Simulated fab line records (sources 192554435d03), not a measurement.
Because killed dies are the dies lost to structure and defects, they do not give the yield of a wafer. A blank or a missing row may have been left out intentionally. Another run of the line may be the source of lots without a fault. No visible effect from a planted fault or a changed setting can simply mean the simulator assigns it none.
Which tool is to blame?    flow n5_finfet    24 lots, 72 wafers sampled, at 6 steps of a route of 1938

WHAT EACH GAUGE READ, for each wafer
The record holds no reading of a measuring or inspecting step that can be judged against a usual standard deviation.

TOOL THAT RAN EACH LOT (tool first, then ch and the chambers of the sampled wafers, then the start)
lot   N5_BEOL_M2_ETCH_77                  N5_BEOL_M2_ALD_84                    N5_BEOL_M2_SPUTTER_88         N5_BEOL_M2_ANNEAL_91          N5_BEOL_M2_ANNEAL_93          N5_BEOL_M2_SPUTTER_96
L074  rie_diel-04 ch 0,1,3, day 6 10:57   ald_metal-03 ch 1,2,3, day 6 11:51   pvd_sputter-01, day 6 13:23   pvd_sputter-01, day 6 13:41   pvd_sputter-01, day 6 13:55   pvd_sputter-01, day 6 14:16
L075  rie_diel-04 ch 0,2,3, day 6 17:11   ald_metal-01 ch 1,2,3, day 6 23:59   pvd_sputter-01, day 7 01:19   pvd_sputter-01, day 7 01:37   pvd_sputter-01, day 7 01:50   pvd_sputter-01, day 7 02:11
L076  rie_diel-05 ch 0,1,3, day 7 04:42   ald_metal-03 ch 0,2, day 7 06:22     pvd_sputter-03, day 7 07:49   pvd_sputter-03, day 7 08:07   pvd_sputter-03, day 7 08:20   pvd_sputter-03, day 7 08:42
L077  rie_diel-04 ch 0,1, day 7 05:57     ald_metal-03 ch 2,3, day 7 07:49     pvd_sputter-01, day 7 09:09   pvd_sputter-01, day 7 09:27   pvd_sputter-01, day 7 09:40   pvd_sputter-01, day 7 10:02
L078  rie_diel-05 ch 1,3, day 7 14:05     ald_metal-01 ch 0,2,3, day 8 00:02   pvd_sputter-03, day 8 01:28   pvd_sputter-03, day 8 01:46   pvd_sputter-03, day 8 01:59   pvd_sputter-03, day 8 02:21
L079  rie_diel-04 ch 1,2,3, day 7 17:57   ald_metal-02 ch 0,1, day 8 01:14     pvd_sputter-03, day 8 03:40   pvd_sputter-03, day 8 03:58   pvd_sputter-03, day 8 04:11   pvd_sputter-03, day 8 04:33
L080  rie_diel-03 ch 0,1,2, day 7 22:49   ald_metal-03 ch 1,2,3, day 8 03:55   pvd_sputter-03, day 8 05:35   pvd_sputter-03, day 8 05:53   pvd_sputter-03, day 8 06:07   pvd_sputter-03, day 8 06:28
L081  rie_diel-05 ch 0,3, day 8 09:08     ald_metal-02 ch 1,2,3, day 8 11:01   pvd_sputter-02, day 8 12:43   pvd_sputter-02, day 8 13:01   pvd_sputter-02, day 8 13:14   pvd_sputter-02, day 8 13:35
L082  rie_diel-04 ch 1,2, day 8 15:38     ald_metal-03 ch 0,1,2, day 8 23:47   pvd_sputter-01, day 9 01:16   pvd_sputter-01, day 9 01:34   pvd_sputter-01, day 9 01:47   pvd_sputter-01, day 9 02:08
L083  rie_diel-05 ch 1,2,3, day 9 05:59   ald_metal-01 ch 0,2, day 9 08:23     pvd_sputter-02, day 9 10:02   pvd_sputter-02, day 9 10:20   pvd_sputter-02, day 9 10:33   pvd_sputter-02, day 9 10:55
L084  rie_diel-04 ch 0,2,3, day 9 09:08   ald_metal-01 ch 0,1,3, day 9 11:42   pvd_sputter-02, day 9 13:11   pvd_sputter-02, day 9 13:29   pvd_sputter-02, day 9 13:42   pvd_sputter-02, day 9 14:04
L085  rie_diel-03 ch 0,3, day 9 10:00     ald_metal-02 ch 0,1,2, day 9 12:29   pvd_sputter-01, day 9 14:01   pvd_sputter-01, day 9 14:19   pvd_sputter-01, day 9 14:32   pvd_sputter-01, day 9 14:54
L086  rie_diel-03 ch 1,3, day 9 12:45     ald_metal-03 ch 1,2,3, day 9 20:06   pvd_sputter-02, day 9 21:38   pvd_sputter-02, day 9 21:56   pvd_sputter-02, day 9 22:09   pvd_sputter-02, day 9 22:31
L087  rie_diel-03 ch 1,2,3, day 9 13:04   ald_metal-02 ch 0,1,3, day 9 20:10   pvd_sputter-01, day 9 21:52   pvd_sputter-01, day 9 22:10   pvd_sputter-01, day 9 22:23   pvd_sputter-01, day 9 22:45
L088  rie_diel-04 ch 1,2,3, day 10 04:57  ald_metal-01 ch 1,2, day 10 05:54    pvd_sputter-03, day 10 07:23  pvd_sputter-03, day 10 07:41  pvd_sputter-03, day 10 07:54  pvd_sputter-03, day 10 08:16
L089  rie_diel-03 ch 0,2,3, day 10 10:11  ald_metal-03 ch 1,2, day 10 11:17    pvd_sputter-02, day 10 13:00  pvd_sputter-02, day 10 13:18  pvd_sputter-02, day 10 13:31  pvd_sputter-02, day 10 13:53
L090  rie_diel-03 ch 2,3, day 10 17:15    ald_metal-03 ch 1,2,3, day 11 02:05  pvd_sputter-03, day 11 03:34  pvd_sputter-03, day 11 03:52  pvd_sputter-03, day 11 04:05  pvd_sputter-03, day 11 04:27
L091  rie_diel-03 ch 1,2, day 10 21:04    ald_metal-03 ch 0,2,3, day 11 08:55  pvd_sputter-02, day 11 10:19  pvd_sputter-02, day 11 10:37  pvd_sputter-02, day 11 10:50  pvd_sputter-02, day 11 11:11
L092  rie_diel-03 ch 1,2,3, day 11 13:31  ald_metal-01 ch 0,1,3, day 11 14:39  pvd_sputter-03, day 11 16:05  pvd_sputter-03, day 11 16:23  pvd_sputter-03, day 11 16:36  pvd_sputter-03, day 11 16:58
L093  rie_diel-04 ch 1,2, day 11 15:05    ald_metal-02 ch 0,1,2, day 11 17:35  pvd_sputter-03, day 11 19:03  pvd_sputter-03, day 11 19:21  pvd_sputter-03, day 11 19:34  pvd_sputter-03, day 11 19:56
L094  rie_diel-03 ch 0,1,3, day 11 16:11  ald_metal-03 ch 0,2,3, day 11 20:32  pvd_sputter-01, day 11 21:53  pvd_sputter-01, day 11 22:11  pvd_sputter-01, day 11 22:24  pvd_sputter-01, day 11 22:46
L095  rie_diel-05 ch 2,3, day 11 19:53    ald_metal-02 ch 0,2, day 11 22:53    pvd_sputter-03, day 12 00:22  pvd_sputter-03, day 12 00:40  pvd_sputter-03, day 12 00:53  pvd_sputter-03, day 12 01:15
L097  rie_diel-05 ch 0,2,3, day 12 06:42  ald_metal-01 ch 0,2, day 12 08:28    pvd_sputter-03, day 12 10:50  pvd_sputter-03, day 12 11:08  pvd_sputter-03, day 12 11:22  pvd_sputter-03, day 12 11:43
L096  rie_diel-04 ch 1,3, day 12 15:23    ald_metal-02 ch 0,3, day 12 18:43    pvd_sputter-02, day 12 20:27  pvd_sputter-02, day 12 20:45  pvd_sputter-02, day 12 20:58  pvd_sputter-02, day 12 21:20
- N5_BEOL_M2_ETCH_77: etches underlayer in N2/H2, target depth 6.5 nm, time 5.2 s.
- N5_BEOL_M2_ALD_84: deposits TaN, pulse time 2 s, purge time 3 s, co reactant purge time 2 s.
- N5_BEOL_M2_SPUTTER_88: material Cu, target thk 4.5 nm, time 8.29 s.
- N5_BEOL_M2_ANNEAL_91: time 240 s.
- N5_BEOL_M2_ANNEAL_93: time 240 s.
- N5_BEOL_M2_SPUTTER_96: material Cu, target thk 4.5 nm, time 8.29 s.

WHAT THE TOOLS THEMSELVES READ (means of the sampled wafers that have a number; where no wafer has one, the mark that the record gives instead)
N5_BEOL_M2_ETCH_77.
lot   tool         drypump_motor_current_A (A)  etch_rf_on_time_s (s)  h2_flow_sccm (sccm)  oes_product_au (a.u.)  rf_vpp_V (V)  showerhead_plenum_p_Torr (Torr)  throttle_valve_pct (%)
L074  rie_diel-04  6.4                          5.19                   200.2                0.62                   526.0         2.60                             18.1
L075  rie_diel-04  6.2                          5.22                   199.9                0.63                   524.2         2.57                             18.2
L076  rie_diel-05  5.7                          5.12                   199.8                0.69                   525.4         2.61                             17.7
L077  rie_diel-04  6.3                          5.19                   200.7                0.60                   525.4         2.63                             18.0
L078  rie_diel-05  5.7                          5.14                   200.0                0.69                   523.8         2.53                             17.7
L079  rie_diel-04  6.3                          5.17                   200.3                0.62                   523.2         2.57                             18.2
L080  rie_diel-03  5.6                          5.18                   200.6                0.66                   525.9         2.58                             17.7
L081  rie_diel-05  5.7                          5.07                   199.8                0.74                   526.4         2.61                             17.5
L082  rie_diel-04  6.3                          5.20                   199.8                0.61                   524.6         2.59                             18.2
L083  rie_diel-05  5.6                          5.19                   200.2                0.67                   523.8         2.56                             17.8
L084  rie_diel-04  6.2                          5.19                   200.8                0.63                   525.1         2.56                             18.2
L085  rie_diel-03  5.6                          5.26                   199.8                0.58                   524.9         2.58                             18.1
L086  rie_diel-03  5.5                          5.19                   200.3                0.62                   521.8         2.50                             17.9
L087  rie_diel-03  5.6                          5.14                   200.2                0.66                   523.9         2.55                             17.7
L088  rie_diel-04  6.2                          5.17                   200.0                0.70                   524.8         2.56                             18.1
L089  rie_diel-03  5.6                          5.23                   199.8                0.64                   524.9         2.60                             18.0
L090  rie_diel-03  5.6                          5.16                   199.5                0.65                   524.9         2.57                             18.0
L091  rie_diel-03  5.5                          5.14                   200.4                0.66                   524.1         2.51                             17.5
L092  rie_diel-03  5.6                          5.25                   199.4                0.64                   522.8         2.54                             17.7
L093  rie_diel-04  6.2                          5.18                   200.0                0.68                   524.8         2.55                             18.2
L094  rie_diel-03  5.5                          5.09                   200.4                0.69                   523.3         2.51                             17.8
L095  rie_diel-05  5.6                          5.10                   200.3                0.70                   523.5         2.52                             17.8
L097  rie_diel-05  5.7                          5.06                   199.8                0.70                   525.4         2.56                             17.7
L096  rie_diel-04  6.3                          5.10                   199.6                0.67                   524.5         2.55                             18.0

N5_BEOL_M2_ALD_84.
lot   tool          heater_power_outer_w (W)  heater_power_w (W)  precursor_vessel_pressure_torr (Torr)  susceptor_temp_C (C)
L074  ald_metal-03  223                       401                 26.26                                  274.91
L075  ald_metal-01  229                       406                 26.26                                  274.98
L076  ald_metal-03  228                       416                 26.28                                  275.03
L077  ald_metal-03  211                       385                 26.24                                  274.96
L078  ald_metal-01  245                       417                 26.31                                  274.93
L079  ald_metal-02  247                       458                 26.28                                  275.12
L080  ald_metal-03  225                       406                 26.24                                  275.15
L081  ald_metal-02  228                       412                 26.25                                  274.97
L082  ald_metal-03  235                       425                 26.28                                  275.09
L083  ald_metal-01  241                       426                 26.27                                  274.83
L084  ald_metal-01  240                       411                 26.24                                  274.79
L085  ald_metal-02  236                       431                 26.20                                  274.97
L086  ald_metal-03  223                       402                 26.28                                  275.08
L087  ald_metal-02  235                       430                 26.27                                  274.91
L088  ald_metal-01  231                       408                 26.30                                  274.94
L089  ald_metal-03  241                       423                 26.26                                  275.05
L090  ald_metal-03  220                       411                 26.28                                  275.04
L091  ald_metal-03  223                       400                 26.21                                  274.92
L092  ald_metal-01  240                       417                 26.21                                  275.02
L093  ald_metal-02  237                       431                 26.20                                  274.85
L094  ald_metal-03  222                       403                 26.27                                  274.96
L095  ald_metal-02  237                       428                 26.27                                  275.10
L097  ald_metal-01  255                       431                 26.28                                  275.02
L096  ald_metal-02  240                       446                 26.28                                  275.12

N5_BEOL_M2_SPUTTER_88.
lot   tool            susceptor_temp_C (C)  throttle_valve_pct (%)
L074  pvd_sputter-01  -20.10                31.0
L075  pvd_sputter-01  -20.03                30.6
L076  pvd_sputter-03  -19.95                29.7
L077  pvd_sputter-01  -20.01                30.9
L078  pvd_sputter-03  -20.11                30.6
L079  pvd_sputter-03  -19.95                29.7
L080  pvd_sputter-03  -19.97                30.3
L081  pvd_sputter-02  -20.02                29.5
L082  pvd_sputter-01  -20.06                30.1
L083  pvd_sputter-02  -19.97                29.0
L084  pvd_sputter-02  -19.95                29.2
L085  pvd_sputter-01  -20.02                30.6
L086  pvd_sputter-02  -19.96                29.1
L087  pvd_sputter-01  -19.99                30.9
L088  pvd_sputter-03  -20.01                29.7
L089  pvd_sputter-02  -20.02                29.2
L090  pvd_sputter-03  -19.92                30.4
L091  pvd_sputter-02  -19.97                29.3
L092  pvd_sputter-03  -19.98                30.6
L093  pvd_sputter-03  -19.94                30.5
L094  pvd_sputter-01  -20.09                30.5
L095  pvd_sputter-03  -19.99                30.6
L097  pvd_sputter-03  -20.02                29.9
L096  pvd_sputter-02  -20.06                29.3

N5_BEOL_M2_ANNEAL_91.
lot   tool            heater_power_w (W)  susceptor_temp_C (C)
L074  pvd_sputter-01  870                 400.02
L075  pvd_sputter-01  848                 399.84
L076  pvd_sputter-03  826                 400.21
L077  pvd_sputter-01  856                 400.09
L078  pvd_sputter-03  855                 400.19
L079  pvd_sputter-03  801                 399.92
L080  pvd_sputter-03  868                 400.08
L081  pvd_sputter-02  934                 400.13
L082  pvd_sputter-01  849                 399.97
L083  pvd_sputter-02  897                 400.05
L084  pvd_sputter-02  862                 400.05
L085  pvd_sputter-01  852                 400.12
L086  pvd_sputter-02  844                 399.76
L087  pvd_sputter-01  860                 399.98
L088  pvd_sputter-03  841                 399.96
L089  pvd_sputter-02  833                 400.06
L090  pvd_sputter-03  861                 400.15
L091  pvd_sputter-02  953                 399.93
L092  pvd_sputter-03  853                 399.98
L093  pvd_sputter-03  852                 400.14
L094  pvd_sputter-01  843                 400.12
L095  pvd_sputter-03  857                 400.09
L097  pvd_sputter-03  820                 400.30
L096  pvd_sputter-02  909                 399.96

N5_BEOL_M2_ANNEAL_93.
lot   tool            heater_power_w (W)  susceptor_temp_C (C)
L074  pvd_sputter-01  870                 400.01
L075  pvd_sputter-01  844                 399.87
L076  pvd_sputter-03  825                 400.27
L077  pvd_sputter-01  864                 399.92
L078  pvd_sputter-03  862                 399.93
L079  pvd_sputter-03  807                 400.00
L080  pvd_sputter-03  870                 399.67
L081  pvd_sputter-02  931                 400.16
L082  pvd_sputter-01  859                 399.82
L083  pvd_sputter-02  893                 399.90
L084  pvd_sputter-02  863                 400.15
L085  pvd_sputter-01  862                 399.89
L086  pvd_sputter-02  863                 400.06
L087  pvd_sputter-01  864                 399.80
L088  pvd_sputter-03  829                 400.15
L089  pvd_sputter-02  837                 399.86
L090  pvd_sputter-03  844                 400.00
L091  pvd_sputter-02  935                 399.91
L092  pvd_sputter-03  849                 399.84
L093  pvd_sputter-03  861                 399.96
L094  pvd_sputter-01  850                 399.92
L095  pvd_sputter-03  859                 400.33
L097  pvd_sputter-03  804                 399.84
L096  pvd_sputter-02  901                 399.93

N5_BEOL_M2_SPUTTER_96.
lot   tool            susceptor_temp_C (C)  throttle_valve_pct (%)
L074  pvd_sputter-01  -19.93                30.8
L075  pvd_sputter-01  -20.16                30.5
L076  pvd_sputter-03  -20.15                29.7
L077  pvd_sputter-01  -19.95                30.7
L078  pvd_sputter-03  -19.91                30.4
L079  pvd_sputter-03  -19.98                29.8
L080  pvd_sputter-03  -19.98                30.3
L081  pvd_sputter-02  -20.07                29.5
L082  pvd_sputter-01  -20.01                30.1
L083  pvd_sputter-02  -19.93                29.0
L084  pvd_sputter-02  -19.97                29.1
L085  pvd_sputter-01  -19.90                30.6
L086  pvd_sputter-02  -19.85                29.2
L087  pvd_sputter-01  -19.97                30.8
L088  pvd_sputter-03  -19.96                29.8
L089  pvd_sputter-02  -20.07                29.2
L090  pvd_sputter-03  -19.95                30.5
L091  pvd_sputter-02  -19.80                29.2
L092  pvd_sputter-03  -20.03                30.5
L093  pvd_sputter-03  -19.98                30.4
L094  pvd_sputter-01  -19.93                30.5
L095  pvd_sputter-03  -20.00                30.6
L097  pvd_sputter-03  -19.92                29.8
L096  pvd_sputter-02  -19.96                29.5

THE ANSWER, worked out from the rows above alone
Rule: the lots themselves supply what counts as usual. Put in order of their means at a reading, lots are off if they are a third of the lots or fewer, leave a main group of 4 or more, and stand apart from it by a gap of 3 or more times the standard deviation of the main group's means; of several such gaps the widest counts. If all means in a main group match to the digits the tables above print for the reading, that group is not used. A lot without any number at a reading at which 4 lots or more have one is off too. Where the step has rows for the other lots, those lots are counted as sound. After the gauges, taken in route order, come the tools' own readings; for these a lot's mean is taken, as printed above. The first step at which some lot is off is used, and at that step the reading that is off furthest; a lot without a number counts as furthest.
Across all readings shown, no lot is off: no conclusion can be drawn from this.

WHAT THE SIMULATOR HAD PUT IN
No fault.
